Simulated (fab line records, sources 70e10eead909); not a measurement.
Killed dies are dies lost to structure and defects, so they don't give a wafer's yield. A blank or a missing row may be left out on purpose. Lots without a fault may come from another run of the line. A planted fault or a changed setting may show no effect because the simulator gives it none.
A struck lot beside a sound one | flow nand_harc | 38 steps out of a route of 1302
Sound: wafers L347.1, L347.4, L347.6. Struck: wafers L364.1, L364.5. (L364.2 of the same lot was not struck and is left out.) The cause comes at the end.
At each step with rows: each side's tool, then ch and its chambers, then its first start. Under that, the readings that differ: sound wafers | struck wafers | difference of the means | sigmas: that difference in standard deviations of wafers without a fault.
alike: readings whose means differ by less than 2 such deviations, and words and numbers that are the same on both sides. not compared: withheld readings, readings that some wafer has no value for, bounds like >300 that may hide the same value, and numbers for which the record gives no deviation and whose values overlap.
The two part at a step that has a row with sigmas, a row that says differs or no value, or rows on one side only. Numbers that don't overlap but have no deviation are shown without sigmas and don't part them. A reading that every wafer of one side lacks parts them only if that side has two wafers or more.

first, 8 steps without rows for these wafers: NHARC_A_CHANNEL_HOLE_D1_COAT_36 (time 75 s); NHARC_A_CHANNEL_HOLE_D1_COAT_37 (time 65 s); NHARC_A_CHANNEL_HOLE_D1_COAT_04 (resist thk 90 nm); NHARC_A_CHANNEL_HOLE_D1_SOFTBAKE_05 (time 55 s); NHARC_A_CHANNEL_HOLE_D1_EBR_06; NHARC_A_CHANNEL_HOLE_D1_EXPOSE_07 (exposes mask HOLE D1, target cd 100 nm); NHARC_A_CHANNEL_HOLE_D1_PEB_08 (peb time 65 s); NHARC_A_CHANNEL_HOLE_D1_DEVELOP_09 (develop time 35 s).
NHARC_A_CHANNEL_HOLE_D1_CD_MEAS_10: target cd 100 nm.
  sound on cd_sem-02 ch 0, day 8 22:35; struck on cd_sem-01 ch 0, day 15 19:57
  alike: cd_nm
NHARC_A_CHANNEL_HOLE_D1_OVL_MEAS_11:
  sound on overlay-01, day 8 22:40; struck on overlay-02, day 15 20:02
  alike: overlay_x_nm, overlay_y_nm
NHARC_A_CHANNEL_HOLE_D1_INSPECT_12:
  sound on defect_inspect-01, day 8 22:43; struck on defect_inspect-01, day 15 20:05
  alike: raw_defect_count
then, 1 step without rows for these wafers: NHARC_A_CHANNEL_HOLE_D1_DESCUM_15 (chemistry O2, time 3 s).
NHARC_A_CHANNEL_HOLE_D1_ETCH_38: etches the open film in CF4, target depth 39 nm, time 65 s.
  sound on rie_diel-10 ch 1,2,3, day 8 22:58; struck on rie_diel-10 ch 0, day 15 20:14
  reading                         | sound          | struck    | difference | sigmas
  showerhead_plenum_p_Torr (Torr) | 1.81 1.83 1.79 | 1.72 1.72 | -0.09      | -2
  alike: drypump_motor_current_A, oes_product_au, rf_vpp_V, throttle_valve_pct
  not compared: rf_hours_counter_h
NHARC_A_CHANNEL_HOLE_D1_ETCH_39: etches the open film in N2/H2, target depth 260 nm, time 325 s.
  sound on rie_diel-10 ch 2,3; struck on rie_diel-10 ch 1,3
  alike: drypump_motor_current_A, oes_product_au, rf_vpp_V, showerhead_plenum_p_Torr, throttle_valve_pct
  not compared: rf_hours_counter_h
then, 2 steps without rows for these wafers: NHARC_A_CHANNEL_HOLE_D1_ETCH_34 (etches the open film in CF4/CHF3, target depth 154 nm, time 77 s); NHARC_A_CHANNEL_HOLE_D1_ETCH_16 (etches the open film in O2/COS, target depth 3100 nm, time 806 s).
NHARC_A_CHANNEL_HOLE_D1_CD_MEAS_18:
  sound on cd_sem-03, day 9 00:20; struck on cd_sem-03, day 15 21:15
  alike: cd_nm
then, 2 steps without rows for these wafers: NHARC_A_CHANNEL_HOLE_D1_ETCH_19 (etches the open film in C4F8/O2/Ar, time 34.5 s); NHARC_A_CHANNEL_HOLE_D1_ETCH_20 (etches the open film in C4F8/O2/Ar, time 361.9 s, target depth 1600 nm).
NHARC_A_CHANNEL_HOLE_D1_ETCH_21: etches the open film in C4F8/O2/Ar, time 514.3 s, target depth 1600 nm.
  sound on har_etch-01 ch 0,1, day 9 00:55; struck on har_etch-02 ch 0,1, day 15 21:45
  alike: drypump_motor_current_A, showerhead_plenum_p_Torr, throttle_valve_pct
  not compared: rf_hours_counter_h
then, 2 steps without rows for these wafers: NHARC_A_CHANNEL_HOLE_D1_ETCH_22 (etches the open film in C4F8/O2/Ar, time 666.7 s, target depth 1600 nm); NHARC_A_CHANNEL_HOLE_D1_ETCH_23 (etches the open film in C4F8/O2/Ar, time 819 s, target depth 1600 nm).
NHARC_A_CHANNEL_HOLE_D1_ETCH_24: etches the open film in C4F8/O2/Ar, time 906.2 s, target depth 1500 nm.
  sound on har_etch-01 ch 0,1, day 9 02:40; struck on har_etch-02 ch 0,1, day 15 23:28
  alike: drypump_motor_current_A, showerhead_plenum_p_Torr, throttle_valve_pct
  not compared: rf_hours_counter_h
then, 2 steps without rows for these wafers: NHARC_A_CHANNEL_HOLE_D1_ETCH_25 (etches the open film in C4F8/O2/Ar, time 1040.2 s, target depth 1500 nm); NHARC_A_CHANNEL_HOLE_D1_ETCH_26 (etches the open film in C4F8/O2/Ar, time 224.1 s, target depth 300 nm).
NHARC_A_CHANNEL_HOLE_D1_ETCH_33: etches the open film in C4F8/O2/Ar, time 90 s, target depth 400 nm.
  sound on har_etch-01 ch 0,1, day 9 04:24; struck on har_etch-02 ch 0,1, day 16 01:19
  alike: drypump_motor_current_A, showerhead_plenum_p_Torr, throttle_valve_pct
  not compared: rf_hours_counter_h
then, 4 steps without rows for these wafers: NHARC_A_CHANNEL_HOLE_D1_STRIP_41 (strips in N2/H2); NHARC_A_CHANNEL_HOLE_D1_STRIP_42 (strips in CF4/CHF3); NHARC_A_CHANNEL_HOLE_D1_STRIP_43 (strips in O2/COS); NHARC_A_CHANNEL_HOLE_D1_ETCH_44 (etches the open film in CF4/O2, target depth 140 nm, overetch 14 nm, time 77 s).
NHARC_A_CHANNEL_HOLE_D1_STRIP_27: strips in O2.
  sound on rie_diel-11 ch 0,1; struck on rie_diel-10 ch 1,2
  alike: drypump_motor_current_A, oes_product_au, rf_vpp_V, showerhead_plenum_p_Torr, throttle_valve_pct
  not compared: rf_hours_counter_h
then, 2 steps without rows for these wafers: NHARC_A_CHANNEL_HOLE_D1_PRECLEAN_28 (cleans in SC1); NHARC_A_CHANNEL_HOLE_D1_SRD_29.
NHARC_A_CHANNEL_HOLE_D1_CD_MEAS_30:
  sound on cd_sem-01, day 9 06:21; struck on cd_sem-02, day 16 02:52
  alike: cd_nm
then, 1 step without rows for these wafers: NHARC_A_CHANNEL_HOLE_D1_XSEM_31.
NHARC_A_CHANNEL_HOLE_D1_INSPECT_40:
  sound on defect_inspect-02, day 9 06:32; struck on defect_inspect-02, day 16 03:03
  reading          | sound    | struck  | difference | sigmas
  raw_defect_count | 43 40 57 | 711 707 | +662       | +21
then, 1 step without rows for these wafers: NHARC_A_CHANNEL_FILL_D1_PRECLEAN_00 (cleans in SC1).
-- the record jumps here: 15 days lie between the struck wafers' starts before and after (it left off in module A_CHANNEL_FILL_D1 and takes up again in module END, whose first step shown is number 1302 of the route) --
NHARC_END_SORT_01:
  the record has rows for the struck wafers here (prober-01 ch 0, day 31 08:22) and none for the sound ones

WHERE THEY PART
First at NHARC_A_CHANNEL_HOLE_D1_ETCH_38; last, within this record, at NHARC_END_SORT_01.

WHY: what the simulator had put in
Chamber particle source: rie_diel-10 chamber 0, from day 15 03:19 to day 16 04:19, at NHARC_A_CHANNEL_HOLE_D1_ETCH_38. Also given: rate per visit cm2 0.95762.
